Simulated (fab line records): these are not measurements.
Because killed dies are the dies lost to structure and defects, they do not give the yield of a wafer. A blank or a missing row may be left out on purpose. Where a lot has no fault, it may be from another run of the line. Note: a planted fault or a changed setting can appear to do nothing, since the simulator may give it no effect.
The tool behind it: which one? -- flow nandHarc -- 24 lots with 72 wafers sampled at 6 steps, on a route of 1302 steps

WHAT THE GAUGES SHOWED, per wafer
NHARC_A_CONTACT_INSPECT_23. Usual: rawDefectCount reads 480 (standard deviation 100).
lot,measured,on,rawDefectCount,flag
L077,day 23 05:44,defectInspect-01,508 330 533,
L075,day 23 07:33,defectInspect-01,650 452 533,
L074,day 23 09:49,defectInspect-02,456 308 392,
L076,day 23 13:37,defectInspect-02,579 468 494,
L079,day 24 05:34,defectInspect-02,404 618 467,
L078,day 24 06:18,defectInspect-01,551 465 753,
L080,day 25 04:50,defectInspect-02,431 406 359,
L081,day 25 12:58,defectInspect-02,619 579 533,
L084,day 27 13:49,defectInspect-01,487 540 398,
L082,day 27 15:01,defectInspect-01,585 471 549,
L083,day 27 16:46,defectInspect-02,340 612 376,
L087,day 28 00:43,defectInspect-01,383 552 530,
L085,day 28 07:53,defectInspect-01,608 534 515,
L088,day 28 10:51,defectInspect-01,576 507 441,
L086,day 28 13:49,defectInspect-01,492 723 479,
L089,day 28 21:16,defectInspect-02,526 349 379,
L091,day 29 05:46,defectInspect-02,525 591 481,
L090,day 29 10:53,defectInspect-02,467 395 328,
L093,day 30 14:20,defectInspect-01,666 442 623,
L092,day 30 15:58,defectInspect-01,410 374 503,
L094,day 30 22:28,defectInspect-02,484 554 518,
L096,day 31 12:46,defectInspect-01,369 569 483,
L095,day 32 05:50,defectInspect-01,438 371 395,
L097,day 33 00:11,defectInspect-01,431 371 477,

NHARC_A_BLC_INSPECT_28. Usual: rawDefectCount reads 518 (standard deviation 140).
lot,measured,on,rawDefectCount,flag
L077,day 23 09:22,defectInspect-01,665 526 890,
L075,day 23 11:05,defectInspect-02,511 531 615,
L074,day 23 13:28,defectInspect-01,392 399 295,
L076,day 23 17:09,defectInspect-01,571 563 580,
L079,day 24 09:06,defectInspect-02,404 668 528,
L078,day 24 09:57,defectInspect-02,705 644 559,
L080,day 25 08:53,defectInspect-01,526 569 521,
L081,day 25 17:04,defectInspect-02,686 675 560,
L084,day 27 17:27,defectInspect-02,526 564 724,
L082,day 27 18:41,defectInspect-01,714 787 687,
L083,day 27 20:25,defectInspect-01,443 485 464,
L087,day 28 04:50,defectInspect-01,523 630 729,
L085,day 28 11:33,defectInspect-01,494 412 471,
L088,day 28 14:29,defectInspect-02,658 802 678,
L086,day 28 17:34,defectInspect-02,476 376 409,
L089,day 29 00:47,defectInspect-02,431 329 456,
L091,day 29 09:25,defectInspect-02,411 316 384,
L090,day 29 14:31,defectInspect-02,553 569 586,
L093,day 30 18:00,defectInspect-02,564 427 433,
L092,day 30 19:47,defectInspect-02,478 458 444,
L094,day 31 02:00,defectInspect-02,481 611 483,
L096,day 31 16:27,defectInspect-02,447 424 398,
L095,day 32 09:32,defectInspect-01,241 435 333,
L097,day 33 03:43,defectInspect-02,603 601 459,

EACH LOT AND THE TOOL THAT RAN IT (in order: tool; ch and the chambers of the sampled wafers; start)
lot,NHARC_A_CONTACT_ETCH_133,NHARC_A_CONTACT_ETCH_106,NHARC_A_CONTACT_ETCH_134,NHARC_A_BLC_PVD_32
L077,"harCapEtch-02 ch 0,1, day 22 18:58","rieDiel-08 ch 0,2,3, day 22 20:15","harCapEtch-03 ch 0,1, day 23 01:13","pvdSputter-01, day 23 09:22 or earlier"
L075,"harCapEtch-01 ch 0,1, day 22 20:04","rieDiel-08 ch 0,2, day 22 21:22","harCapEtch-01 ch 0,1, day 23 03:04","pvdSputter-03, day 23 11:05 or earlier"
L074,"harCapEtch-03 ch 0, day 22 22:23","rieDiel-03 ch 0,2, day 22 23:37","harCapEtch-03 ch 0,1, day 23 05:19","pvdSputter-03, day 23 13:28 or earlier"
L076,"harCapEtch-01 ch 0,1, day 23 02:09","rieDiel-08 ch 1,2,3, day 23 03:34","harCapEtch-03 ch 0,1, day 23 08:57","pvdSputter-03, day 23 17:09 or earlier"
L079,"harCapEtch-01 ch 0,1, day 23 18:21","rieDiel-01 ch 0,1,3, day 23 19:39","harCapEtch-02 ch 0,1, day 24 00:07","pvdSputter-01, day 24 09:06 or earlier"
L078,"harCapEtch-03 ch 0, day 23 19:01","rieDiel-03 ch 1,3, day 23 20:30","harCapEtch-01 ch 1, day 24 01:02","pvdSputter-03, day 24 09:57 or earlier"
L080,"harCapEtch-01 ch 0,1, day 24 18:35","rieDiel-01 ch 0,1, day 24 19:49","harCapEtch-02 ch 1, day 25 00:16","pvdSputter-02, day 25 08:53 or earlier"
L081,"harCapEtch-03 ch 0,1, day 25 00:59","rieDiel-08 ch 1,2,3, day 25 02:17","harCapEtch-01 ch 0,1, day 25 08:29","pvdSputter-01, day 25 17:04 or earlier"
L084,"harCapEtch-02 ch 0,1, day 26 13:41","rieDiel-08 ch 1,3, day 26 15:00","harCapEtch-01 ch 0,1, day 27 08:43","pvdSputter-01, day 27 17:27 or earlier"
L082,"harCapEtch-01 ch 0,1, day 26 16:56","rieDiel-01 ch 0,1,3, day 26 18:14","harCapEtch-03 ch 0,1, day 27 09:53","pvdSputter-01, day 27 18:41 or earlier"
L083,"harCapEtch-02 ch 0,1, day 27 00:58","rieDiel-01 ch 0,1, day 27 02:19","harCapEtch-02 ch 0,1, day 27 12:09","pvdSputter-03, day 27 20:25 or earlier"
L087,"harCapEtch-02 ch 0,1, day 27 08:51","rieDiel-03 ch 1,3, day 27 10:15","harCapEtch-01 ch 0,1, day 27 19:35","pvdSputter-03, day 28 04:50 or earlier"
L085,"harCapEtch-01 ch 0,1, day 27 14:55","rieDiel-08 ch 1,3, day 27 16:32","harCapEtch-03 ch 0,1, day 28 03:16","pvdSputter-01, day 28 11:33 or earlier"
L088,"harCapEtch-02 ch 0,1, day 27 20:28","rieDiel-01 ch 0,1,3, day 27 21:50","harCapEtch-01 ch 0,1, day 28 05:04","pvdSputter-03, day 28 14:29 or earlier"
L086,"harCapEtch-02 ch 0,1, day 27 22:44","rieDiel-01 ch 0,3, day 28 00:01","harCapEtch-01 ch 0,1, day 28 08:43","pvdSputter-03, day 28 17:34 or earlier"
L089,"harCapEtch-03 ch 0,1, day 28 10:20","rieDiel-03 ch 0,2, day 28 11:40","harCapEtch-01 ch 0,1, day 28 16:15","pvdSputter-02, day 29 00:47 or earlier"
L091,"harCapEtch-03 ch 1, day 28 18:50","rieDiel-01 ch 0,1,2, day 28 20:19","harCapEtch-01 ch 0,1, day 29 00:45","pvdSputter-03, day 29 09:25 or earlier"
L090,"harCapEtch-02 ch 0,1, day 29 00:35","rieDiel-01 ch 0,2,3, day 29 01:54","harCapEtch-03 ch 1, day 29 06:23","pvdSputter-01, day 29 14:31 or earlier"
L093,"harCapEtch-02 ch 0,1, day 30 04:14","rieDiel-08 ch 0,1,3, day 30 05:28","harCapEtch-03 ch 0,1, day 30 09:53","pvdSputter-02, day 30 18:00 or earlier"
L092,"harCapEtch-01 ch 0,1, day 30 05:29","rieDiel-01 ch 0,1,3, day 30 06:38","harCapEtch-01 ch 0,1, day 30 11:32","pvdSputter-02, day 30 19:47 or earlier"
L094,"harCapEtch-02 ch 0,1, day 30 12:29","rieDiel-08 ch 2,3, day 30 13:34","harCapEtch-02 ch 0,1, day 30 18:05","pvdSputter-03, day 31 02:00 or earlier"
L096,"harCapEtch-01 ch 0,1, day 31 01:49","rieDiel-01 ch 2,3, day 31 03:02","harCapEtch-02 ch 1, day 31 08:03","pvdSputter-03, day 31 16:27 or earlier"
L095,"harCapEtch-01 ch 0,1, day 31 13:28","rieDiel-01 ch 0,2,3, day 31 14:46","harCapEtch-03 ch 0,1, day 32 01:21","pvdSputter-01, day 32 09:32 or earlier"
L097,"harCapEtch-03 ch 0,1, day 32 10:51","rieDiel-03 ch 2,3, day 32 12:01","harCapEtch-01 ch 0,1, day 32 19:44","pvdSputter-02, day 33 03:43 or earlier"
- NHARC_A_CONTACT_ETCH_133: etches the open film in C4F8/O2/Ar, time 374 s, target depth 1610 nm.
- NHARC_A_CONTACT_ETCH_106: etches the open film in CF4/O2, target depth 90 nm, overetch 9 nm, time 49.5 s.
- NHARC_A_CONTACT_ETCH_134: etches the open film in C4F8/O2/Ar, time 140 s, target depth 700 nm.
- NHARC_A_BLC_PVD_32: deposits Ti, target thk 5 nm, time 17.7 s.

WHAT THE TOOLS THEMSELVES READ (means of the sampled wafers that have a number; where no wafer has one, the mark that the record gives instead)
NHARC_A_CONTACT_ETCH_106. Usual: drypumpMotorCurrentA 5.6 A, standard deviation 0.45; mfcArSccm 0.010 sccm, standard deviation 0.014; oes_o_777_au 1.000 a.u., standard deviation 0.0047; oesProductAu 0.997 a.u., standard deviation 0.0076; rfVppV 197.5 V, standard deviation 1.4; showerheadPlenumPTorr 1.32 Torr, standard deviation 0.058; throttleValvePct 13.397 %, standard deviation 0.0093.
lot,tool,drypumpMotorCurrentA (A),mfcArSccm (sccm),oes_o_777_au (a.u.),oesProductAu (a.u.),rfVppV (V),showerheadPlenumPTorr (Torr),throttleValvePct (%),flag
L077,rieDiel-08,5.7,0.010,0.996,0.999,195.9,1.25,13.405,
L075,rieDiel-08,5.8,0.001,0.997,1.005,196.2,1.26,13.387,
L074,rieDiel-03,5.2,0.002,0.996,0.998,198.0,1.35,13.400,
L076,rieDiel-08,5.9,0.015,0.999,0.999,195.4,1.24,13.395,
L079,rieDiel-01,5.6,0.012,0.999,1.004,198.3,1.32,13.390,
L078,rieDiel-03,5.4,0.000,0.997,0.998,198.1,1.38,13.402,
L080,rieDiel-01,5.9,0.025,0.996,1.003,197.7,1.33,13.399,
L081,rieDiel-08,5.9,0.015,1.003,0.991,198.5,1.38,13.399,
L084,rieDiel-08,5.7,0.024,1.002,0.994,198.0,1.31,13.400,
L082,rieDiel-01,5.6,0.012,1.000,0.995,197.8,1.32,13.391,
L083,rieDiel-01,6.0,0.025,0.998,0.998,197.8,1.33,13.395,
L087,rieDiel-03,5.4,0.000,0.996,0.997,197.9,1.33,13.395,
L085,rieDiel-08,5.7,0.024,1.000,0.985,197.5,1.31,13.398,
L088,rieDiel-01,5.6,0.012,1.002,1.000,197.1,1.32,13.401,
L086,rieDiel-01,5.3,0.000,1.002,0.997,197.2,1.31,13.400,
L089,rieDiel-03,5.4,0.005,0.996,0.993,197.2,1.31,13.393,
L091,rieDiel-01,5.7,0.017,1.002,1.001,197.5,1.31,13.397,
L090,rieDiel-01,5.4,0.005,1.001,1.000,197.4,1.30,13.388,
L093,rieDiel-08,5.7,0.015,1.003,0.987,196.8,1.31,13.387,
L092,rieDiel-01,5.6,0.012,0.997,0.994,197.5,1.32,13.403,
L094,rieDiel-08,5.6,0.019,0.993,0.986,197.2,1.30,13.387,
L096,rieDiel-01,5.5,0.005,1.005,0.998,197.2,1.29,13.396,
L095,rieDiel-01,5.4,0.005,0.999,0.996,197.0,1.30,13.394,
L097,rieDiel-03,5.5,0.002,0.998,0.997,197.0,1.28,13.394,

NHARC_A_BLC_PVD_32. Usual: throttleValvePct reads 29.9 % (standard deviation 1.5).
lot,tool,throttleValvePct (%),flag
L077,pvdSputter-01,28.2,
L075,pvdSputter-03,31.4,
L074,pvdSputter-03,30.1,
L076,pvdSputter-03,30.0,
L079,pvdSputter-01,28.0,
L078,pvdSputter-03,31.1,
L080,pvdSputter-02,31.1,
L081,pvdSputter-01,29.2,
L084,pvdSputter-01,28.6,
L082,pvdSputter-01,28.4,
L083,pvdSputter-03,30.1,
L087,pvdSputter-03,31.7,
L085,pvdSputter-01,29.2,
L088,pvdSputter-03,30.4,
L086,pvdSputter-03,30.1,
L089,pvdSputter-02,29.8,
L091,pvdSputter-03,30.2,
L090,pvdSputter-01,29.1,
L093,pvdSputter-02,31.6,
L092,pvdSputter-02,28.7,
L094,pvdSputter-03,29.8,
L096,pvdSputter-03,29.8,
L095,pvdSputter-01,29.3,
L097,pvdSputter-02,30.9,

THE ANSWER, worked out from the rows above alone
Rule: take the mean of a lot's wafers that have a number; if it is more than 3 standard deviations from the usual mean, the lot is off. Also off: a lot with no number at a reading for which 4 or more lots have one. Any other lot the step has rows for is counted as sound. After the gauges, taken in route order, come the tools' own readings; for these a lot's mean is taken, as printed above. The first step at which some lot is off is used, and at that step the reading that is off furthest; a lot without a number counts as furthest.
No lot is off on any of the readings shown, so nothing can be concluded from this.

WHAT THE SIMULATOR PUT IN
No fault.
